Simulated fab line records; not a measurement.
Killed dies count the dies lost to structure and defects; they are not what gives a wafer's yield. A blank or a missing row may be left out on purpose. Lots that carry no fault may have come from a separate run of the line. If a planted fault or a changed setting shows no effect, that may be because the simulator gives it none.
Which tool is to blame?	flow nand harc	42 wafers from 14 lots sampled at 4 of the route's 1159 steps

== WHAT THE GAUGES SHOWED, per wafer ==
NHARC_P_BONDPAD_CD_MEAS_13. Usual: cd nm 499.6 nm, standard deviation 1.5.
lot	measured	on	cd nm (nm)	flag
L824	day 6 19:31	cd sem-03	500.9 499.2 499.2	
L825	day 6 20:53	cd sem-03	497.6 498.0 497.2	
L826	day 6 23:46	cd sem-02	498.9 498.8 497.3	
L827	day 7 00:54	cd sem-01	498.9 498.3 500.4	
L830	day 7 20:20	cd sem-02	500.7 501.7 499.8	
L829	day 7 23:40	cd sem-02	500.6 500.7 501.4	
L832	day 8 06:56	cd sem-02	498.4 499.2 500.5	
L836	day 9 19:29	cd sem-03	500.4 501.7 500.7	
L837	day 10 10:48	cd sem-03	497.6 498.0 499.0	
L839	day 10 11:25	cd sem-01	501.0 499.9 499.2	
L841	day 10 11:58	cd sem-03	500.1 499.2 500.4	
L843	day 10 20:04	cd sem-03	498.5 498.8 494.5	
L845	day 12 01:24	cd sem-02	499.2 501.6 498.2	
L847	day 12 09:21	cd sem-02	499.5 500.0 499.6	

NHARC_A_SOURCE_PLATE_THK_MEAS_09: measures by ellipsometry. Usual: thk nm 9.7 nm, standard deviation 1.
lot	measured	on	thk nm (nm)	flag
L824	day 7 08:08	film metro-02	11.2 8.9 9.7	
L825	day 7 08:08	film metro-01	8.2 8.6 8.9	
L826	day 7 12:18	film metro-02	9.0 10.3 8.7	
L827	day 7 12:18	film metro-01	9.8 9.6 10.5	
L830	day 8 09:34	film metro-01	9.6 10.3 11.8	
L836	day 10 06:38	film metro-02	9.0 8.8 9.7	
L837	day 10 23:19	film metro-02	9.9 10.2 10.8	
L839	day 10 23:19	film metro-01	9.8 9.7 9.5	
L841	day 10 23:19	film metro-01	10.4 10.2 9.1	
L843	day 11 08:31	film metro-02	11.8 12.4 8.3	
L845	day 12 12:53	film metro-02	9.7 7.7 8.0	
L847	day 12 22:33	film metro-02	11.3 9.6 9.1	

== WHICH TOOL RAN EACH LOT (tool, then ch and the chambers of the sampled wafers, then the start) ==
lot	NHARC_P_BONDPAD_ETCH_12	NHARC_A_ZERO_WELL_DEVELOP_09
L824	rie diel-02 ch 1,2,3, day 6 19:31 or earlier	litho track-05 ch 0, day 6 23:00
L825	rie diel-04 ch 1,2,3, day 6 20:53 or earlier	litho track-02 ch 0, day 7 00:00
L826	rie diel-04 ch 2,3, day 6 23:46 or earlier	litho track-02 ch 0, day 7 03:00
L827	rie diel-04 ch 0,2, day 7 00:54 or earlier	litho track-05 ch 0, day 7 04:00
L830	rie diel-04 ch 0,1, day 7 20:20 or earlier	litho track-07 ch 0, day 7 23:00
L829	rie diel-04 ch 0,2,3, day 7 23:40 or earlier	litho track-07, day 8 03:00
L832	rie diel-04 ch 0,2,3, day 8 06:56 or earlier	litho track-05, day 8 10:00
L836	rie diel-02 ch 0,1,2, day 9 19:29 or earlier	litho track-02 ch 0, day 9 23:00
L837	rie diel-04 ch 0,2, day 10 10:48 or earlier	litho track-05 ch 0, day 10 14:00
L839	rie diel-04 ch 0,1,3, day 10 11:25 or earlier	litho track-07 ch 0, day 10 15:00
L841	rie diel-04 ch 1,3, day 10 11:58 or earlier	litho track-05 ch 0, day 10 15:00
L843	rie diel-04 ch 1,2, day 10 20:04 or earlier	litho track-02 ch 0, day 10 23:00
L845	rie diel-04 ch 1,2,3, day 12 01:24 or earlier	litho track-02 ch 0, day 12 04:00
L847	rie diel-13 ch 0,2,3, day 12 09:21 or earlier	litho track-02 ch 0, day 12 13:00
- NHARC_P_BONDPAD_ETCH_12: etches the open film in CHF3/O2, target depth 200 nm, time 100 s.
- NHARC_A_ZERO_WELL_DEVELOP_09: time 50 s.

== WHAT THE TOOLS THEMSELVES READ (means of the sampled wafers that have a number; where no wafer has one, the mark that the record gives instead) ==
NHARC_P_BONDPAD_ETCH_12. Usual: drypump motor current A 5.8 A, standard deviation 0.3; oes product au 0.946 a.u., standard deviation 0.026; rf vpp V 370.2 V, standard deviation 2.4; showerhead plenum p Torr 2.39 Torr, standard deviation 0.11; throttle valve pct 20.574 %, standard deviation 0.0094.
lot	tool	drypump motor current A (A)	oes product au (a.u.)	rf vpp V (V)	showerhead plenum p Torr (Torr)	throttle valve pct (%)	flag
L824	rie diel-02	5.8	0.977	370.2	2.38	20.566	
L825	rie diel-04	6.0	0.972	371.5	2.45	20.573	
L826	rie diel-04	6.2	0.974	371.8	2.47	20.561	
L827	rie diel-04	6.1	0.980	370.0	2.38	20.567	
L830	rie diel-04	5.7	0.966	368.4	2.34	20.583	
L829	rie diel-04	6.0	0.924	370.5	2.41	20.570	
L832	rie diel-04	5.9	0.924	371.0	2.42	20.572	
L836	rie diel-02	5.5	0.963	369.3	2.34	20.574	
L837	rie diel-04	6.0	0.926	369.4	2.37	20.582	
L839	rie diel-04	5.8	0.970	369.3	2.39	20.568	
L841	rie diel-04	5.9	0.973	372.1	2.49	20.580	
L843	rie diel-04	5.9	0.917	370.1	2.38	20.578	
L845	rie diel-04	6.0	0.923	372.0	2.45	20.580	
L847	rie diel-13	5.5	0.920	369.3	2.32	20.586	

NHARC_A_ZERO_WELL_DEVELOP_09. Usual: chill plate temp C 23.01 C, standard deviation 0.11; developer temp C 22.00 C, standard deviation 0.11.
lot	tool	chill plate temp C (C)	developer temp C (C)	flag
L824	litho track-05	23.12	21.86	
L825	litho track-02	22.92	21.88	
L826	litho track-02	23.07	21.95	
L827	litho track-05	22.97	21.96	
L830	litho track-07	23.03	22.15	
L829	litho track-07	-	-	OFF
L832	litho track-05	-	-	OFF
L836	litho track-02	22.99	22.02	
L837	litho track-05	23.07	22.12	
L839	litho track-07	23.07	21.95	
L841	litho track-05	22.87	21.99	
L843	litho track-02	23.04	22.06	
L845	litho track-02	23.13	21.86	
L847	litho track-02	23.05	21.94	

== THE ANSWER, worked out from the rows above alone ==
Rule: take the mean of a lot's wafers that have a number; if it is more than 3 standard deviations from the usual mean, the lot is off. A lot without any number at a reading at which 4 lots or more have one is off too. All remaining lots with rows at the step are treated as sound. Order of review: gauges by route order, followed by the tools' own readings, for which a lot's mean as printed above is used. At the first step where some lot is off, the reading lying furthest off is the one used; lots without a number count as furthest.
Off at NHARC_A_ZERO_WELL_DEVELOP_09 (chill plate temp C): L829, L832. Without a number there: L829, L832.
A tool fits if, at that step or a process step before it, it ran every lot that is off, and no sound lot after the first of them. NHARC_P_BONDPAD_ETCH_12: start missing for some lots; hours and lot order therefore follow NHARC_P_BONDPAD_CD_MEAS_13. Of those tried, none fits.

== WHAT THE SIMULATOR PUT IN ==
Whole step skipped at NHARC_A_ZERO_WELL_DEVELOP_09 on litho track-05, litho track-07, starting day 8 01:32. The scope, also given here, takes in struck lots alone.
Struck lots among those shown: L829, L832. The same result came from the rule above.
